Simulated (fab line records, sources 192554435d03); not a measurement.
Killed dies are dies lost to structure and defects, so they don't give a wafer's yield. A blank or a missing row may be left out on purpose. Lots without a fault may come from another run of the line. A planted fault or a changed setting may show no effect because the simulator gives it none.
A struck lot beside a sound one | flow n5_finfet | 13 steps out of a route of 1938
Sound: wafers L669.1, L669.3, L669.5. Struck: wafers L685.1, L685.3, L685.5. The cause comes at the end.
At each step with rows: each side's tool, then ch and its chambers, then its first start. Under that, the readings that differ: sound wafers | struck wafers | difference of the means | sigmas: that difference in standard deviations of wafers without a fault.
alike: readings whose means differ by less than 2 such deviations, and words and numbers that are the same on both sides. not compared: withheld readings, readings that some wafer has no value for, bounds like >300 that may hide the same value, and numbers for which the record gives no deviation and whose values overlap.
The two part at a step that has a row with sigmas, a row that says differs or no value, or rows on one side only. Numbers that don't overlap but have no deviation are shown without sigmas and don't part them. A reading that every wafer of one side lacks parts them only if that side has two wafers or more.

first, 11 steps without rows for these wafers: N5_BEOL_M9_DESCUM_33 (chemistry O2, time 7 s); N5_BEOL_M9_ETCH_76 (etches underlayer in N2/H2, target depth 6.5 nm, time 5.2 s); N5_BEOL_M9_ETCH_65 (etches SiARC in CF4, target depth 15.6 nm, time 26 s); N5_BEOL_M9_ETCH_66 (etches SOC in N2/H2, target depth 80 nm, overetch 16 nm, time 120 s); N5_BEOL_M9_STRIP_69 (strips in N2/H2); N5_BEOL_M9_STRIP_77 (strips in N2/H2); N5_BEOL_M9_VIA_ETCH_34 (etches SiCOH lowk in C4F6/O2, target depth 182.4 nm, time 68.4 s); N5_BEOL_M9_STRIP_73 (strips in C4F6/O2); N5_BEOL_M9_STRIP_36 (strips in N2/H2); N5_BEOL_M9_TRENCH_ETCH_37 (etches SiCOH lowk in C4F6/O2, target depth 151.43 nm, time 49 s); N5_BEOL_M9_ETCH_41 (etches SiCN in CH3F/O2, target depth 36.6 nm, time 70.1 s).
N5_BEOL_M9_STRIP_80: strips in N2/H2, time 10 s.
  sound on rie_diel-06 ch 0,1,3, day 11 12:43; struck on rie_diel-06 ch 0,2, day 15 16:28
  no value came back on the struck wafers for any of 7 readings (bias_power_w (W), chamber_pressure_mTorr (mTorr) and others); on the sound wafers bias_power_w (W) reads 6.978 6.934 6.990
  not compared: rf_hours_counter_h
-- the record jumps here: 3 days lie between the struck wafers' starts before and after (it left off in module BEOL_M9 and takes up again in module PASSIVATION, whose first step shown is number 1936 of the route) --
N5_PASSIVATION_PROBE_49:
  the record has rows for the struck wafers here (prober-02, day 18 10:46) and none for the sound ones

WHERE THEY PART
First at N5_BEOL_M9_STRIP_80; last, within this record, at N5_PASSIVATION_PROBE_49.

WHY: what the simulator had put in
Skipped step whole: rie_diel-06, from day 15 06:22 on, at N5_BEOL_M9_STRIP_80. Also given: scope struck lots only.
